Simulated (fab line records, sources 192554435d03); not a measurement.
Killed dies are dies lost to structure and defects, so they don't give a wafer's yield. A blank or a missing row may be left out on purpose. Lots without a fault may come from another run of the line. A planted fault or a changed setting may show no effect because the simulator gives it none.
Chamber matching | flow n5_finfet | N5_FIN_CUT_ETCH_30 on rie_diel-01: 4 sister chambers
The step etches underlayer in N2/H2, target depth 13 nm, time 10.4 s. 4 wafers are shown with their chamber, then 7 later ones without.

WAFERS WITH THEIR CHAMBER
wafer  | chamber | showerhead_plenum_p_Torr (Torr)
L090.4 | 2       | 2.62
L090.6 | 1       | 2.71
L095.2 | 3       | 2.49
L095.3 | 0       | 2.57

WAFERS WITHOUT THEIR CHAMBER
wafer  | showerhead_plenum_p_Torr (Torr)
L095.4 | 2.61
L096.1 | 2.57
L096.3 | 2.61
L096.5 | 2.61
L097.1 | 2.61
L097.2 | 2.57
L097.3 | 2.70

WHICH CHAMBER EACH WENT THROUGH
wafer  | from the rows above | in truth
L095.4 | 2                   | 2
L096.1 | 0                   | 0
L096.3 | 2                   | 2
L096.5 | 2                   | 2
L097.1 | 2                   | 2
L097.2 | 0                   | 0
L097.3 | 1                   | 1
Placed correctly: 7 of 7. Can't be placed from these rows: 0. Placed wrongly: 0.
How it was worked out, from the rows above alone: a wafer's distance from a chamber is the root of the sum, over the readings, of the square of ((its reading less the chamber's mean) divided by the reading's scatter). The wafer belongs to the nearest chamber; if the next one is less than 2 further off, it can't be placed. A chamber's mean is the mean of its shown wafers. The scatter: with one shown wafer a chamber, the root of the mean of the squares of how far each hidden wafer lies from its nearest shown one.
